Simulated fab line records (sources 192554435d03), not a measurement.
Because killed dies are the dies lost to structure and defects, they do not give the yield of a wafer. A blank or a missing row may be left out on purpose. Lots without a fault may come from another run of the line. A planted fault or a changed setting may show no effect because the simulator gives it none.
A lot that was struck, set against a sound lot	flow n5_finfet	28 steps out of a route of 1938
Sound: these wafers, L826.2, L826.5, L826.6. Struck: wafers L819.1, L819.2. (L819.4 of the same lot was not struck and is left out.) The cause comes at the end.
For every step that has rows: the tool of each side, followed by ch and its chambers, followed by its first start. Under that, the readings that differ: sound wafers	struck wafers	difference of the means	sigmas: that difference in standard deviations of wafers without a fault.
alike: readings whose means differ by less than 2 such deviations, and words and numbers that are the same on both sides. not compared: withheld readings, readings that some wafer has no value for, bounds like >300 that may hide the same value, and numbers for which the record gives no deviation and whose values overlap.
A row with sigmas, a row that says differs or no value, or rows on one side alone: a step with any of these is where the two part. Non-overlapping numbers with no deviation appear without sigmas and do not part them. A reading missing from all wafers of one side parts the sides only when that side holds two or more wafers.

first, 9 steps without rows for these wafers: N5_BEOL_M0_SAQP_EXPOSE_37 (exposes mask M0 CUT1, target cd 30 nm); N5_BEOL_M0_SAQP_PEB_38 (peb time 60 s); N5_BEOL_M0_SAQP_DEVELOP_39 (develop time 30 s); N5_BEOL_M0_SAQP_DESCUM_45 (chemistry O2, time 7 s); N5_BEOL_M0_SAQP_ETCH_88 (etches underlayer in N2/H2, target depth 6.5 nm, time 5.2 s); N5_BEOL_M0_SAQP_ETCH_73 (etches SiARC in CF4, target depth 19.5 nm, time 32.5 s); N5_BEOL_M0_SAQP_CUT_ETCH_46 (etches SOC in N2/H2, target depth 135 nm, overetch 27 nm, time 202.5 s); N5_BEOL_M0_SAQP_STRIP_74 (strips in N2/H2); N5_BEOL_M0_SAQP_STRIP_89 (strips in N2/H2).
N5_BEOL_M0_SAQP_ALD_48: deposits SiO2, target thk 20 nm, pulse time 1 s, co reactant pulse time 1 s.
  sound on ald_sin-02 ch 0,1, day 10 09:56; struck on ald_sin-01 ch 2,3, day 8 21:05
reading	sound	struck	difference	sigmas
ald_cycles	139 139 139	95 95	-44	
model.SiO2_of_BEOL_M0_SAQP_ALD_48.thk_nm (nm)	20.2 20.2 20	13.8 13.6	-6.4	
  alike: heater_power_w, precursor_pulse_height_rel
then, 15 steps without rows for these wafers: N5_BEOL_M0_SAQP_ETCH_49 (etches SiO2 in CF4/O2, target depth 37 nm); N5_BEOL_M0_SAQP_STRIP_75 (strips in CF4); N5_BEOL_M0_CUTY_COAT_50 (time 60 s, resist thk 15 nm); N5_BEOL_M0_CUTY_COAT_51 (resist thk 150 nm); N5_BEOL_M0_CUTY_EBR_52; N5_BEOL_M0_CUTY_SOFTBAKE_53 (time 60 s); N5_BEOL_M0_CUTY_EXPOSE_54 (exposes mask M0 ABLK); N5_BEOL_M0_CUTY_PEB_55 (peb time 60 s); N5_BEOL_M0_CUTY_DEVELOP_56 (develop time 30 s); N5_BEOL_M0_CUTY_DESCUM_61 (chemistry O2, time 7.9 s); N5_BEOL_M0_CUTY_ETCH_62 (etches SiARC in CF4, time 58.5 s); N5_BEOL_M0_CUTY_ETCH_63 (etches SOC in N2/H2, target depth 82.7 nm, overetch 16.5 nm, time 124 s); N5_BEOL_M0_CUTY_STRIP_64 (strips in N2/H2); N5_BEOL_M0_ETCH_138 (etches SiCN in CH3F/O2, target depth 12 nm, time 31.6 s); N5_BEOL_M0_HM_OPEN_105 (chemistry Cl2/BCl3, target TiN, target depth 12 nm).
N5_BEOL_M0_STRIP_140: strips in CF4.
  sound on rie_diel-02 ch 0,3, day 10 11:25; struck on rie_diel-05 ch 0,3, day 9 00:06
reading	sound	struck	difference	sigmas
model.SiO2_of_BEOL_M0_SAQP_ALD_48.thk_nm (nm)	11.6 11.4 11.6	8 7.6	-4	
  alike: drypump_motor_current_A, oes_product_au, rf_vpp_V, showerhead_plenum_p_Torr, throttle_valve_pct
  not compared: rf_hours_counter_h
then, 1 step without rows for these wafers: N5_BEOL_M0_STRIP_104 (strips in N2/H2).
-- here the record skips 4 days between the struck wafers' starts before and after, leaving off in module BEOL_M0 and picking up in module BEOL_M4 (first step shown: number 1111 of the route) --
N5_BEOL_M4_RC_MEAS_101:
  sound on prober-01 ch 0, day 14 10:22; struck on prober-02 ch 0, day 12 16:56
reading	sound	struck	difference	sigmas
DIBL_N (mV/V)	33.4 36.2 35.4	38.4 38.6	+3.5	+3
IOFF_N (nA/um)	0.125 0.159 0.154	0.205 0.226	+0.070	+3
VT_N (mV)	251.8 248.4 251.9	246.8 242.8	-5.9	-2
  alike: DIBL_P, IOFF_P, ION_N, ION_P, SS_N, SS_P, VT_P

WHERE THEY PART
N5_BEOL_M4_RC_MEAS_101 only, going by this record.

WHY: what had been put in by the simulator
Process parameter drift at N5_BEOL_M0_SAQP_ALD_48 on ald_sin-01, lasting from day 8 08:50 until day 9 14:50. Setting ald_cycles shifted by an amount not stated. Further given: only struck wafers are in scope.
